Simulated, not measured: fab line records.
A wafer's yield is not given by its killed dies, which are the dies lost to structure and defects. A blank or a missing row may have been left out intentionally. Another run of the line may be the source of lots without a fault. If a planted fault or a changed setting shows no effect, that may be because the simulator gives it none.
fab line records	flow n5-finfet
[record] lots = 6	wafers = 16	last-day = 17
route steps=1938 shown BEOL_M12@1613 PASSIVATION@1936
lots untouched by any fault: they come from a run of this same line in which no faults occurred
start-h: the number of hours between the record's first day and the start of the first shown wafer of the lot	wait-h: hours since the lot's step before	" same as the row above	L1.1+2: a row that stands for several wafers	- no value, or no start given	* or withheld: withheld	< > ~ a bound
route shown NAME@n: NAME is a module with steps in the file, n the number in the route of the first one	usual: mean and standard deviation over wafers with no fault	same: alike in all rows	chamber/n: place in a boat	sites: readings site by site	_std_site: their standard deviation	_edge_site: the outer-site mean with the inner-site mean subtracted	radius-mm: how far each site lies from the wafer's centre	mask NAME#n: copy n	behind: the most recent tool/chamber to have shaped the wafer	hold: cause of the lot's hold/its duration in hours/its outcome	device: names the non-switching transistor (n, p or np)	end of line: at the end of the route, the tests of the same wafers	for a step that has no rows: nothing shown but its recipe	killed: dies lost to structure and defects at the first sort, not the wafer's yield	map: a wafer's dies, x killed, . not, _ none there
set.NAME: the setting that was run; set.NAME@STEP: the one run at that earlier step	model.NAME: the simulator's own value behind a step, which no gauge read
certain route steps with their lots: each step a table, each wafer a row
services: the hour from which a tool's chamber was out of use, counted from the record's first day as start-h (under 0 if before that day), plus the number of hours and why
[[steps]]
[step N5_BEOL_M12_OVL_MEAS_11]
[recipe] points-per-wafer = 44
[usual] V11_OVL = -1/5
lot.wafer	tool	chamber	start-h	wait-h	V11_OVL[nm]
L295.2	overlay-01	0	233.41	0.0	-3
L295.3	"	0	"	"	3
L295.5	"	0	"	"	2
L303.2	overlay-02	0	264.56	0.0	-3
L303.3	"	0	"	"	-2
L303.4	"	0	"	"	7
L310.2	overlay-02	0	327.82	0.0	-1
L310.3	"	0	"	"	-12
L312.4	overlay-02	0	332.16	0.0	-3
L312.6	"	0	"	"	-8
L314.2	overlay-01	0	349.93	0.0	-6
L314.3	"	0	"	"	-6
L314.6	"	0	"	"	-3
L317.3	overlay-02	0	367.46	0.0	-3
L317.4	"	0	"	"	7
L317.6	"	0	"	"	-6
[step N5_BEOL_M12_INSPECT_12]
[recipe] mode = adi	inspect-instrument = macro
[usual] raw-defect-count = 2.1/1.3
lot.wafer	tool	chamber	start-h	wait-h	raw-defect-count
L295.2	defect-inspect-01	-	233.43	0.0	2
L295.3	"	-	"	"	1
L295.5	"	-	"	"	3
L303.2	defect-inspect-01	-	264.59	0.0	4
L303.3	"	-	"	"	1
L303.4	"	-	"	"	1
L310.2	defect-inspect-02	-	327.84	0.0	1
L310.3	"	-	"	"	2
L312.4	defect-inspect-01	-	332.18	0.0	2
L312.6	"	-	"	"	3
L314.2	defect-inspect-02	-	349.95	0.0	3
L314.3	"	-	"	"	1
L314.6	"	-	"	"	3
L317.3	defect-inspect-01	-	367.49	0.0	7
L317.4	"	-	"	"	4
L317.6	"	-	"	"	3
[step N5_BEOL_M12_DESCUM_15]
[recipe] chemistry = O2	time-s = 7.9	source-power-w = 50	bias-power-w = 20	pressure-mtorr = 20	rf-frequency-hz = 2.712e+07	temp-c = 40	o2-flow-sccm = 225
[step N5_BEOL_M12_ETCH_59]
[recipe] chemistry = N2/H2	target = BARC	target-depth-a = 890	overetch-a = 267	time-s = 67.9	ion-energy-ev = 200	pressure-mtorr = 30	source-w = 840	bias-w = 150	n2-flow-sccm = 200	h2-flow-sccm = 200
[usual] drypump-motor-current-A = 5.5/0.51	h2-flow-sccm = 200.0/0.58	oes-product-au = 0.66/0.067	rf-vpp-V = 524.2/2.9	showerhead-plenum-p-Torr = 2.55/0.11	throttle-valve-pct = 17.98/0.22
lot.wafer	tool	chamber	start-h	wait-h	drypump-motor-current-A	h2-flow-sccm	oes-product-au	rf-hours-counter-h	rf-vpp-V	showerhead-plenum-p-Torr	throttle-valve-pct
L295.2	rie-diel-04	0	233.50	0.0	5.7	200.4	0.59	230	526.3	2.62	18.10
L295.3	"	2	"	"	6.3	198.8	0.70	76	521.2	2.47	18.02
L295.5	"	3	"	"	5.1	198.8	0.64	-	524.0	2.54	17.96
L303.2	rie-diel-04	3	264.65	0.0	5.1	200.8	0.63	156	525.5	2.53	17.99
L303.3	"	0	"	"	5.8	200.1	0.58	243	525.1	2.61	18.11
L303.4	"	1	"	"	5.8	199.3	0.62	209	520.0	2.43	17.90
L310.2	rie-diel-04	0	327.91	0.0	5.7	199.9	0.83	6	526.6	2.61	17.72
L310.3	"	1	"	"	5.8	199.7	0.60	232	520.9	2.42	17.96
L312.4	rie-diel-05	1	332.29	0.0	5.1	200.0	0.70	96	521.8	2.46	17.81
L312.6	"	3	"	"	6.4	199.2	0.77	-	529.7	2.69	17.62
L314.2	rie-diel-06	1	350.02	0.0	5.6	200.1	0.60	243	524.2	2.51	18.40
L314.3	"	2	"	"	5.3	199.7	0.59	248	523.7	2.51	18.26
L314.6	"	0	"	"	4.8	200.0	0.60	-	519.8	2.40	17.84
L317.3	rie-diel-06	1	368.13	0.0	5.6	200.3	0.59	248	522.2	2.50	18.41
L317.4	"	0	"	"	4.8	199.5	0.60	-	521.2	2.40	17.82
L317.6	"	1	"	"	5.6	200.4	0.59	-	520.3	2.50	18.42
[step N5_BEOL_M12_VIA_ETCH_16]
[recipe] chemistry = C4F8/O2/Ar	target = SiOC	pressure-mtorr = 30	source-w = 3000	bias-w = 700	Ar_flow_sccm = 400	C4F8_flow_sccm = 15	O2_flow_sccm = 8	he-inner-torr = 15	he-outer-torr = 30	target-depth-a = 7248	time-s = withheld	ion-energy-ev = 250	ends = cleared
[step N5_BEOL_M12_STRIP_63]
[recipe] chemistry = N2/H2	power-w = 1000	temp-c = 250	h2-frac = 0.65	overash-fraction = 0.3	pressure-mtorr = 1000	n2-flow-sccm = 1750	h2-flow-sccm = 3250
[usual] drypump-motor-current-A = 6.0/0.42	h2-flow-sccm = 3250/9.3	heater-power-w = 368/18	oes-product-au = 0.692/0.0046	strip-time-to-endpoint-s = 42.5/0.95
lot.wafer	tool	chamber	start-h	wait-h	drypump-motor-current-A	h2-flow-sccm	heater-power-w	oes-product-au	rf-hours-counter-h	strip-time-to-endpoint-s
L295.2	plasma-asher-01	0	233.75	-	5.8	3251	361	0.694	136	43.4
L295.3	"	1	"	"	5.9	3254	399	0.689	-	41.9
L295.5	"	1	"	"	5.9	3244	391	0.692	-	41.8
L303.2	plasma-asher-01	0	264.91	-	5.8	3252	353	0.694	144	42.6
L303.3	"	0	"	"	5.8	3246	356	0.699	-	44.4
L303.4	"	1	"	"	5.9	3272	400	0.693	-	43.7
L310.2	plasma-asher-01	1	328.16	-	5.9	3251	404	0.692	151	42.2
L310.3	"	0	"	"	5.8	3227	357	0.689	-	43.3
L312.4	plasma-asher-01	1	332.67	-	5.8	3260	400	0.691	-	42.5
L312.6	"	0	"	"	5.8	3241	349	0.698	-	42.3
L314.2	plasma-asher-02	0	350.27	-	5.7	3243	358	0.700	80	43.1
L314.3	"	0	"	"	5.7	3249	346	0.689	-	42.9
L314.6	"	0	"	"	5.7	3240	349	0.685	-	42.8
L317.3	plasma-asher-01	0	368.40	-	5.7	3246	362	0.695	-	41.8
L317.4	"	1	"	"	5.9	3243	394	0.695	-	42.1
L317.6	"	0	"	"	5.8	3264	367	0.695	-	41.1
[step N5_BEOL_M12_STRIP_64]
[recipe] chemistry = N2/H2	power-w = 1000	temp-c = 250	h2-frac = 0.65	overash-fraction = 0.3	pressure-mtorr = withheld	n2-flow-sccm = 1750	h2-flow-sccm = 3250
[usual] drypump-motor-current-A = 6.0/0.42	h2-flow-sccm = 3251/8.6	heater-power-w = 368/18	oes-product-au = 0.715/0.0044	strip-time-to-endpoint-s = 31.32/0.067
lot.wafer	tool	chamber	start-h	wait-h	drypump-motor-current-A	h2-flow-sccm	heater-power-w	oes-product-au	rf-hours-counter-h	strip-time-to-endpoint-s
L295.2	plasma-asher-01	0	233.81	0.0	5.8	3237	358	0.721	136	31.30
L295.3	"	1	"	"	5.8	3240	399	0.712	-	31.33
L295.5	"	1	"	"	5.8	3243	400	0.709	-	31.31
L303.2	plasma-asher-01	0	264.97	0.0	5.8	3231	354	0.708	144	31.19
L303.3	"	0	"	"	5.8	3243	349	0.710	-	31.28
L303.4	"	1	"	"	5.9	3263	392	0.716	-	31.21
L310.2	plasma-asher-01	1	328.22	0.0	5.8	3248	398	0.721	151	31.40
L310.3	"	0	"	"	5.8	3255	353	0.716	-	31.43
L312.4	plasma-asher-01	1	332.73	0.0	5.8	3262	394	0.715	-	31.44
L312.6	"	0	"	"	5.8	3249	352	0.711	-	31.40
L314.2	plasma-asher-02	0	350.33	0.0	5.7	3257	344	0.711	80	31.45
L314.3	"	0	"	"	5.7	3246	349	0.713	-	31.44
L314.6	"	0	"	"	5.7	3256	350	0.723	-	31.40
L317.3	plasma-asher-01	0	368.46	0.0	5.7	3245	348	0.718	-	31.38
L317.4	"	1	"	"	5.9	3267	400	0.722	-	31.33
L317.6	"	0	"	"	5.8	3248	353	0.721	-	31.35
[step N5_BEOL_M12_STRIP_71]
[recipe] chemistry = post-etch-residue-remover	time-s = 60	temp-c = 25	remover-ph = withheld	remover-water-wt-pct = withheld	remover-fluoride-wt-pct = withheld
[step N5_BEOL_M12_SRD_72]
[recipe] time-s = 30	temp-c = 23	rinse-liquid = diw	dry = n2-spin	spin-rpm = 1500	dry-time-s = 30
[step N5_BEOL_M12_CD_MEAS_17]
[recipe] target-cd-nm = 140	polarity = opening
[usual] cd-nm = 141.1/2
lot.wafer	tool	chamber	start-h	wait-h	cd-nm
L295.2	cd-sem-02	-	233.96	0.0	144.8
L295.3	"	-	"	"	142.8
L295.5	"	-	"	"	142.9
L303.2	cd-sem-01	-	265.11	0.0	143.2
L303.3	"	-	"	"	142.7
L303.4	"	-	"	"	137.9
L310.2	cd-sem-01	-	328.37	0.0	136.0
L310.3	"	-	"	"	137.9
L312.4	cd-sem-01	-	332.86	0.0	142.8
L312.6	"	-	"	"	144.4
L314.2	cd-sem-03	-	350.48	0.0	141.9
L314.3	"	-	"	"	140.3
L314.6	"	-	"	"	139.1
L317.3	cd-sem-03	-	368.59	0.0	142.5
L317.4	"	-	"	"	143.2
L317.6	"	-	"	"	140.6
[step N5_BEOL_M12_COAT_65]
[recipe] resist = SOC	temp-c = 250	time-s = 60	spin-rpm = 1500	resist-thk-nm = 300
[step N5_BEOL_M12_COAT_66]
[recipe] resist = SiARC	temp-c = 220	time-s = 60	spin-rpm = 1500	resist-thk-nm = 110
[step N5_BEOL_M12_COAT_22]
[recipe] spin-rpm = 2888	resist-thk-nm = 300
[usual] chill-plate-temp-C = 22.99/0.1	spin-speed-rpm = 2888.0/1.9
lot.wafer	tool	chamber	start-h	wait-h	chill-plate-temp-C	spin-speed-rpm	model.coat_of_BEOL_M12_COAT_22.thk-nm
L295.2	litho-track-05	0	234.00	-	22.95	2888.6	299.4
L295.3	"	0	"	"	22.90	2887.3	300
L295.5	"	0	"	"	23.04	2886.0	299.4
L303.2	litho-track-05	0	265.16	-	22.96	2887.3	299
L303.3	"	0	"	"	23.14	2887.6	298.8
L303.4	"	0	"	"	22.97	2888.1	298
L310.2	litho-track-05	0	328.41	-	22.97	2534.0	318.8
L310.3	"	0	"	"	22.93	2535.9	319.2
L312.4	litho-track-05	0	332.90	-	23.00	2538.1	321
L312.6	"	0	"	"	23.18	2535.0	320.6
L314.2	litho-track-02	0	350.52	-	22.86	2887.6	300.2
L314.3	"	0	"	"	22.93	2886.5	298.8
L314.6	"	0	"	"	23.10	2888.0	300.2
L317.3	litho-track-03	0	368.63	-	22.89	2889.3	299.6
L317.4	"	0	"	"	22.97	2893.2	299.2
L317.6	"	0	"	"	22.95	2889.7	299
[step N5_BEOL_M12_EBR_24]
[recipe] solvent = PGMEA	ebr-width-mm = 1.5
[step N5_BEOL_M12_SOFTBAKE_23]
[recipe] temp-c = 130	time-s = 60
[step N5_BEOL_M12_EXPOSE_25]
[recipe] mask-id = M12	na = 0.93	source-shape = conventional	sigma-outer = 0.4	polarization = unpolarized	dose-mj = 21.8
[step N5_BEOL_M12_PEB_26]
[recipe] peb-temp-c = 130	peb-time-s = 90
[step N5_BEOL_M12_DEVELOP_27]
[recipe] develop-time-s = 45	rinse-liquid = diw	dry = air-spin	dev-temp-c = 21
[step N5_BEOL_M12_HARDBAKE_32]
[recipe] temp-c = 130	time-s = 120
[step N5_BEOL_M12_CD_MEAS_28]
[recipe] target-cd-nm = 160.2	landing-energy-ev = 500	detector = se-inlens	polarity = opening
[usual] cd-nm = 159.3/1.3
lot.wafer	tool	chamber	start-h	wait-h	cd-nm
L295.2	cd-sem-02	0	234.41	-	159.3
L295.3	"	0	"	"	158.3
L295.5	"	0	"	"	159.6
L303.2	cd-sem-02	0	265.57	-	161.1
L303.3	"	0	"	"	160.6
L303.4	"	0	"	"	161.1
L310.2	cd-sem-01	0	328.82	-	156.8
L310.3	"	0	"	"	157.7
L312.4	cd-sem-01	0	333.19	-	159.0
L312.6	"	0	"	"	159.9
L314.2	cd-sem-02	0	350.81	-	161.5
L314.3	"	0	"	"	159.7
L314.6	"	0	"	"	158.8
L317.3	cd-sem-03	0	369.04	-	161.0
L317.4	"	0	"	"	161.1
L317.6	"	0	"	"	159.9
[step N5_BEOL_M12_OVL_MEAS_29]
[recipe] points-per-wafer = 44
[usual] M12_OVL = -5/4.3
lot.wafer	tool	chamber	start-h	wait-h	M12_OVL[nm]
L295.2	overlay-02	0	234.44	0.0	-3
L295.3	"	0	"	"	-2
L295.5	"	0	"	"	-8
L303.2	overlay-02	0	265.59	0.0	-3
L303.3	"	0	"	"	-9
L303.4	"	0	"	"	-2
L310.2	overlay-02	0	328.85	0.0	-3
L310.3	"	0	"	"	-15
L312.4	overlay-01	0	333.22	0.0	-9
L312.6	"	0	"	"	-6
L314.2	overlay-01	0	350.84	0.0	-11
L314.3	"	0	"	"	-9
L314.6	"	0	"	"	-3
L317.3	overlay-01	0	369.07	0.0	0
L317.4	"	0	"	"	5
L317.6	"	0	"	"	6
[step N5_BEOL_M12_INSPECT_30]
[recipe] mode = adi	inspect-instrument = macro
[usual] raw-defect-count = 2.1/1.5
lot.wafer	tool	chamber	start-h	wait-h	raw-defect-count
L295.2	defect-inspect-02	-	234.47	0.0	1
L295.3	"	-	"	"	2
L295.5	"	-	"	"	2
L303.2	defect-inspect-01	-	265.62	0.0	2
L303.3	"	-	"	"	1
L303.4	"	-	"	"	3
L310.2	defect-inspect-01	-	328.87	0.0	2
L310.3	"	-	"	"	2
L312.4	defect-inspect-01	-	333.25	0.0	3
L312.6	"	-	"	"	0
L314.2	defect-inspect-02	-	350.86	0.0	2
L314.3	"	-	"	"	1
L314.6	"	-	"	"	1
L317.3	defect-inspect-01	-	369.10	0.0	0
L317.4	"	-	"	"	5
L317.6	"	-	"	"	1
[step N5_BEOL_M12_DESCUM_33]
[recipe] chemistry = O2	time-s = 7.9	source-power-w = 50	bias-power-w = 20	pressure-mtorr = 20	rf-frequency-hz = 2.712e+07	temp-c = 40	o2-flow-sccm = 225
[usual] drypump-motor-current-A = 5.4/0.49	oes-product-au = 0.77/0.08	rf-vpp-V = 243.2/1.5	showerhead-plenum-p-Torr = 2.08/0.086	throttle-valve-pct = 20.51/0.21
lot.wafer	tool	chamber	start-h	wait-h	drypump-motor-current-A	oes-product-au	rf-hours-counter-h	rf-vpp-V	showerhead-plenum-p-Torr	throttle-valve-pct
L295.2	rie-diel-05	0	234.50	0.0	5.9	0.75	141	244.5	2.18	20.69
L295.3	"	1	"	"	5.1	0.86	60	241.5	2.02	20.19
L295.5	"	1	"	"	5.1	0.85	-	241.5	2.02	20.20
L303.2	rie-diel-06	2	265.65	0.0	5.3	0.71	216	243.2	2.07	20.64
L303.3	"	3	"	"	4.8	0.91	32	246.2	2.23	20.44
L303.4	"	1	"	"	5.6	0.71	219	243.4	2.07	20.84
L310.2	rie-diel-04	0	329.31	0.4	5.7	0.96	7	244.7	2.13	20.08
L310.3	"	0	"	"	5.7	0.96	-	241.9	2.13	20.07
L312.4	rie-diel-06	3	333.30	0.0	4.9	0.87	-	245.5	2.22	20.50
L312.6	"	0	"	"	4.8	0.72	-	241.2	1.98	20.45
L314.2	rie-diel-05	3	350.90	0.0	6.4	0.90	36	246.7	2.22	20.18
L314.3	"	1	"	"	5.1	0.81	102	242.6	2.01	20.25
L314.6	"	1	"	"	5.1	0.80	-	241.0	2.01	20.25
L317.3	rie-diel-06	3	369.13	0.0	4.8	0.85	70	245.2	2.21	20.49
L317.4	"	0	"	"	4.8	0.70	-	244.4	1.98	20.47
L317.6	"	3	"	"	4.9	0.85	-	244.0	2.21	20.51
[step N5_BEOL_M12_ETCH_67]
[recipe] chemistry = CF4	target = SiARC	target-depth-a = 1430	time-s = 238.3	ion-energy-ev = 80	pressure-mtorr = 40	source-w = 545	bias-w = 36	Ar_flow_sccm = 100	cf4-flow-sccm = 100	ends = cleared
[usual] drypump-motor-current-A = 5.4/0.49	etch-rf-on-time-s = 237/5.6	oes-product-au = 0.66/0.069	rf-vpp-V = 183.9/1.2	showerhead-plenum-p-Torr = 2.14/0.083	throttle-valve-pct = 15.71/0.22
lot.wafer	tool	chamber	start-h	wait-h	drypump-motor-current-A	etch-rf-on-time-s	oes-product-au	rf-hours-counter-h	rf-vpp-V	showerhead-plenum-p-Torr	throttle-valve-pct	model.coat_of_BEOL_M12_COAT_22.thk-nm
L295.2	rie-diel-05	0	234.54	0.0	5.9	233	0.64	141	184.4	2.25	15.99	211.2
L295.3	"	1	"	"	5.1	244	0.72	60	183.9	2.10	15.52	211.6
L295.5	"	1	"	"	5.1	243	0.72	-	182.7	2.10	15.52	211
L303.2	rie-diel-06	2	265.69	0.0	5.3	234	0.62	216	185.1	2.11	15.85	210.4
L303.3	"	3	"	"	4.9	226	0.79	32	186.1	2.27	15.49	210.2
L303.4	"	1	"	"	5.6	232	0.61	219	184.0	2.12	16.05	209.2
L310.2	rie-diel-04	0	329.36	0.0	5.8	238	0.82	7	185.8	2.19	15.24	230.4
L310.3	"	0	"	"	5.8	239	0.81	-	183.1	2.19	15.24	230.8
L312.4	rie-diel-06	3	333.39	0.1	4.8	231	0.75	-	185.7	2.26	15.56	232.4
L312.6	"	0	"	"	4.8	242	0.60	-	182.7	2.04	15.75	232
L314.2	rie-diel-05	3	350.93	0.0	6.4	243	0.75	36	183.6	2.27	15.36	211.6
L314.3	"	1	"	"	5.1	239	0.68	102	182.0	2.09	15.61	210.2
L314.6	"	1	"	"	5.1	240	0.69	-	183.8	2.09	15.58	211.8
L317.3	rie-diel-06	3	369.16	0.0	4.9	231	0.73	70	185.1	2.25	15.56	211.4
L317.4	"	0	"	"	4.8	238	0.60	-	182.0	2.04	15.77	211
L317.6	"	3	"	"	4.9	230	0.73	-	186.9	2.25	15.58	210.8
[step N5_BEOL_M12_ETCH_68]
[recipe] chemistry = N2/H2	target = SOC	mask-material = SiARC	source-w = 3000	bias-w = 350	temp-c = 40	time-s = 285	ion-energy-ev = 200	pressure-mtorr = 30	n2-flow-sccm = 200	h2-flow-sccm = 200
[usual] drypump-motor-current-A = 5.4/0.49	h2-flow-sccm = 200.1/0.63	oes-product-au = 0.77/0.082	rf-vpp-V = 523.7/3	showerhead-plenum-p-Torr = 2.54/0.1	throttle-valve-pct = 17.90/0.2
lot.wafer	tool	chamber	start-h	wait-h	drypump-motor-current-A	h2-flow-sccm	oes-product-au	rf-hours-counter-h	rf-vpp-V	showerhead-plenum-p-Torr	throttle-valve-pct
L295.2	rie-diel-05	0	234.68	0.1	5.9	200.5	0.74	141	527.8	2.64	18.01
L295.3	"	1	"	"	5.1	199.7	0.85	61	522.6	2.47	17.62
L295.5	"	1	"	"	5.1	201.4	0.86	-	521.1	2.47	17.63
L303.2	rie-diel-06	2	265.83	0.1	5.3	200.5	0.71	217	523.0	2.52	18.09
L303.3	"	3	"	"	4.9	200.3	0.91	32	527.1	2.71	17.84
L303.4	"	1	"	"	5.6	199.4	0.70	219	523.1	2.52	18.25
L310.2	rie-diel-04	0	329.58	0.1	5.8	200.7	0.95	7	525.4	2.61	17.64
L310.3	"	0	"	"	5.8	200.9	0.95	-	526.8	2.61	17.63
L312.4	rie-diel-06	3	333.55	0.1	4.9	200.3	0.87	-	527.3	2.69	17.90
L312.6	"	0	"	"	4.8	199.9	0.72	-	520.0	2.40	17.69
L314.2	rie-diel-05	3	351.08	0.1	6.4	201.0	0.89	36	529.4	2.69	17.49
L314.3	"	1	"	"	5.1	199.2	0.81	102	522.7	2.45	17.71
L314.6	"	1	"	"	5.1	200.5	0.82	-	522.1	2.45	17.72
L317.3	rie-diel-06	3	369.31	0.1	4.9	200.8	0.85	70	528.2	2.69	17.91
L317.4	"	0	"	"	4.8	199.4	0.70	-	518.6	2.40	17.74
L317.6	"	3	"	"	4.9	200.2	0.85	-	527.1	2.69	17.91
[step N5_PASSIVATION_PROBE_49]
[usual] defect-limited-yield = 91.3/1.5	killed_at_M0_to_M3 = 35/10	killed_at_M4_up = 12/4.6	killed-at-contacts = 13/6.6	killed-at-front-end = 39/11	killed-at-other = 4/3.4	killed-dies = 103/17	killed-open = 67/13	killed-short = 35/8.2	sort_bin_5_function = 5.1/0.94	sort_bin_6_memory = 3.2/0.7	sort-n-pass = 1077/17	sort-yield-pct = 91.3/1.5
[same] gross-dies = 1180	killed-at-back-side = 0	sort_bin_4_leakage[%] = 0	sort_bin_8_speed[%] = 0
lot.wafer	tool	chamber	start-h	wait-h	defect-limited-yield[%]	killed_at_M0_to_M3	killed_at_M4_up	killed-at-contacts	killed-at-front-end	killed-at-other	killed-dies	killed-open	killed-short	sort_bin_5_function[%]	sort_bin_6_memory[%]	sort-n-pass	sort-yield-pct[%]
L312.4	prober-01	-	384.10	0.2	93.1	23	13	13	28	5	82	52	25	3.6	2.8	1098	93.1
L312.6	prober-01	-	384.20	0.3	91.5	35	11	18	28	8	100	77	21	4.5	3.9	1080	91.5
L314.2	prober-02	-	393.80	0.1	89.6	56	7	10	49	1	123	79	36	6.4	3.2	1057	89.6
L314.3	prober-02	-	393.85	0.1	90.3	57	13	9	35	1	115	74	36	6.3	2.9	1065	90.3
L314.6	prober-02	-	394.00	0.3	90.0	39	17	9	51	2	118	75	33	6.5	2.5	1062	90.0
// killed by level:class
L312.4 FIN_SAQP:geometric-particle:short=10 MOL_CONTACT_COAG:geometric-particle:open=10 BEOL_M4:geometric-particle:open=7 BEOL_M2:geometric-particle:open=5 BEOL_M1:geometric-particle:open=5 BEOL_M0_SAQP:geometric-particle:open=4 BEOL_M3:geometric-particle:open=4 HKMG_FIN:area-etch=4
L312.6 MOL_CONTACT_COAG:geometric-particle:open=17 STI_FIN_REVEAL:geometric-particle:open=12 BEOL_M1:geometric-particle:open=11 FIN_SAQP:geometric-particle:short=6 BEOL_M0_SAQP:geometric-particle:open=5 BEOL_M3:geometric-particle:open=5 FIN_SAQP:geometric-particle:open=4 BEOL_M4:geometric-particle:open=4
L314.2 BEOL_M0_SAQP:geometric-particle:open=12 BEOL_M2:geometric-particle:open=12 MOL_CONTACT_COAG:geometric-particle:open=9 BEOL_M0_SAQP:geometric-particle:short=9 FIN_SAQP:geometric-particle:short=7 BEOL_M1:geometric-particle:open=7 BEOL_M3:geometric-particle:open=7 HKMG_FIN:area-etch=7
L314.3 BEOL_M3:geometric-particle:open=19 BEOL_M0_SAQP:geometric-particle:open=14 BEOL_M0_SAQP:geometric-particle:short=8 FIN_SAQP:geometric-particle:short=6 MOL_CONTACT_COAG:geometric-particle:open=6 FIN_SAQP:geometric-particle:open=5 DUMMY_GATE:geometric-particle:open=5 GATE_CUT:geometric-particle:short=5
L314.6 BEOL_M2:geometric-particle:open=9 MOL_CONTACT_COAG:geometric-particle:open=9 HKMG_FIN:area-etch=9 BEOL_M0_SAQP:geometric-particle:open=7 STARTING-WAFER:geometric-particle:open=7 FIN_SAQP:geometric-particle:short=6 BEOL_M0_SAQP:geometric-particle:short=6 BEOL_M1:geometric-particle:open=6
[[services]]
tool	chamber	start-h	hours	kind
rie-diel-04	-	212.56	0.5	repair
rie-diel-05	0	213.29	4.7	repair
rie-diel-06	-	216.71	2.8	pm
rie-diel-04	0	224.29	7.6	repair
rie-diel-05	3	226.40	-	clean
rie-diel-05	3	226.40	-	consumable-replace:focus-ring
rie-diel-05	3	226.40	-	consumable-replace:showerhead
rie-diel-05	3	226.40	20.0	scheduled-down
rie-diel-05	3	226.40	20.0	vent-cycle
rie-diel-04	-	228.63	2.8	pm
rie-diel-06	3	258.82	2.4	repair
plasma-asher-01	-	286.05	23.2	repair
rie-diel-04	0	292.44	-	clean
rie-diel-04	0	292.44	-	consumable-replace:focus-ring
plasma-asher-02	-	297.72	1.6	repair
rie-diel-04	3	323.85	12.5	repair
rie-diel-04	2	328.65	1.8	repair
rie-diel-06	1	330.77	13.6	repair
rie-diel-05	-	352.93	2.8	pm
rie-diel-06	2	358.97	-	clean
rie-diel-06	2	358.97	-	consumable-replace:focus-ring
rie-diel-06	2	358.97	15.0	scheduled-down
rie-diel-06	2	358.97	15.0	vent-cycle
rie-diel-05	-	366.99	4.3	pm
[[key]]
[first-sign] step = N5_BEOL_M12_COAT_22	reading = spin-speed-rpm	direction = down	sigmas = 99+	usual = *	struck = *
effect none on later readings
[model-effect] step = N5_BEOL_M12_COAT_22	value = coat_of_BEOL_M12_COAT_22.thk-nm	without = 299.7	struck = 319.9
[model-effect] step = N5_BEOL_M12_ETCH_67	value = coat_of_BEOL_M12_COAT_22.thk-nm	without = 211.2	struck = 231.4
met-at N5_BEOL_M12_COAT_22
struck-wafers L310.2,L310.3,L312.4,L312.6
onset-between 265.16 328.41
[fault] kind = process-parameter-drift	tool = litho-track-05	chamber = -	onset-h = 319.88	steps = N5_BEOL_M12_COAT_22	channel = spin-rpm	offset = *	shape = step	acts-in = *	stated = *
